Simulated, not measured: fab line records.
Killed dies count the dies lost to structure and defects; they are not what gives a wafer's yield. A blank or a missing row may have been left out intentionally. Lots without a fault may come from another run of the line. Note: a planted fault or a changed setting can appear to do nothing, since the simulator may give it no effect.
A struck lot beside a sound one || flow n5_finfet || 16 steps out of a route of 1938
Sound: these wafers, L438.1, L438.2, L438.5. Struck: wafers L441.3, L441.6 (left out: L441.5, a lot-mate that was not struck); the cause follows at the end.
Per side, at each step with rows, come the tool, then ch with its chambers, and then its first start. Under that, the readings that differ: sound wafers || struck wafers || difference of the means || sigmas: that difference in standard deviations of wafers without a fault.
alike: a reading whose means differ by less than 2 such deviations, as well as words and numbers matching on both sides. not compared: withheld readings; readings where some wafer has no value; bounds like >300 that might hide an equal value; numbers whose values overlap and for which the record gives no deviation.
Wherever a step has rows on one side only, a row that says differs or no value, or a row with sigmas, the two part there. When numbers do not overlap yet have no deviation, they are printed without sigmas and do not part them. A reading that every wafer of one side lacks parts them only if that side has two wafers or more.

N5_MIM_BOT_ETCH_STRIP_01: strips in O2.
  sound on rie_diel-02 ch 0,1,2, day 14 09:31; struck on rie_diel-01 ch 1,3, day 15 05:46
  alike: chamber_pressure_mTorr, drypump_motor_current_A, oes_product_au, rf_vpp_V, showerhead_plenum_p_Torr, throttle_valve_pct
  not compared: rf_hours_counter_h
then, 3 steps without rows for these wafers: N5_MIM_BOT_ETCH_STRIP_02 (strips in post etch residue remover, time 1200 s); N5_MIM_BOT_ETCH_CLEAN_05 (cleans in IPA, time 180 s); N5_MIM_BOT_ETCH_SRD_06 (time 30 s).
N5_PASSIVATION_PECVD_55: deposits SiO2 from SiH4/N2O, target thk 400 nm, time 22.5 s.
  sound on pecvd-03 ch 1,2, day 14 10:01; struck on pecvd-04 ch 0,2, day 15 06:16
{"reading": "showerhead_plenum_p_Torr (Torr)", "sound": "8.26 8.28 8.28", "struck": "8.03 8.12", "difference": -0.20, "sigmas": -2}
  alike: heater_power_w, throttle_valve_pct
  not compared: since_wet_clean_h
N5_PASSIVATION_PECVD_01: deposits SiNx from SiH4/NH3/N2, target thk 200 nm, time 43.2 s.
  sound on pecvd-03 ch 1,2, day 14 10:03; struck on pecvd-04 ch 0,2, day 15 06:19
{"reading": "showerhead_plenum_p_Torr (Torr)", "sound": "8.75 8.77 8.75", "struck": "8.59 8.63", "difference": -0.15, "sigmas": -3}
  alike: heater_power_w, throttle_valve_pct
  not compared: since_wet_clean_h
then, 6 steps without rows for these wafers: N5_PASSIVATION_HMDS_03 (time 60 s); N5_PASSIVATION_COAT_04; N5_PASSIVATION_EBR_06; N5_PASSIVATION_SOFTBAKE_05 (time 90 s); N5_PASSIVATION_EXPOSE_07 (exposes mask TV, defocus 0 nm, target cd 3000 nm); N5_PASSIVATION_PEB_08.
N5_PASSIVATION_DEVELOP_09: develop time 60 s.
  sound on litho_track-04 ch 0, day 14 10:25; struck on litho_track-04 ch 0, day 15 07:41
then, 1 step without rows for these wafers: N5_PASSIVATION_HARDBAKE_11 (time 120 s).
N5_PASSIVATION_CD_MEAS_10: target cd 3000 nm.
  sound on cd_sem-02 ch 0, day 14 10:32; struck on cd_sem-02 ch 0, day 15 07:48
{"reading": "cd_nm (nm)", "sound": "3001.8 2999.2 2999.9", "struck": "2990.6 2994.1", "difference": -8.0, "sigmas": -5}
N5_PASSIVATION_OVL_MEAS_60:
  sound on overlay-02 ch 0, day 14 10:34; struck on overlay-02 ch 0, day 15 07:50
  alike: TV_OVL

## WHERE THEY PART
At N5_PASSIVATION_PECVD_55 first; at N5_PASSIVATION_CD_MEAS_10 last (within this record only). Later steps at which nothing parts them and some readings are alike: N5_PASSIVATION_OVL_MEAS_60.

WHY: the cause the simulator had injected
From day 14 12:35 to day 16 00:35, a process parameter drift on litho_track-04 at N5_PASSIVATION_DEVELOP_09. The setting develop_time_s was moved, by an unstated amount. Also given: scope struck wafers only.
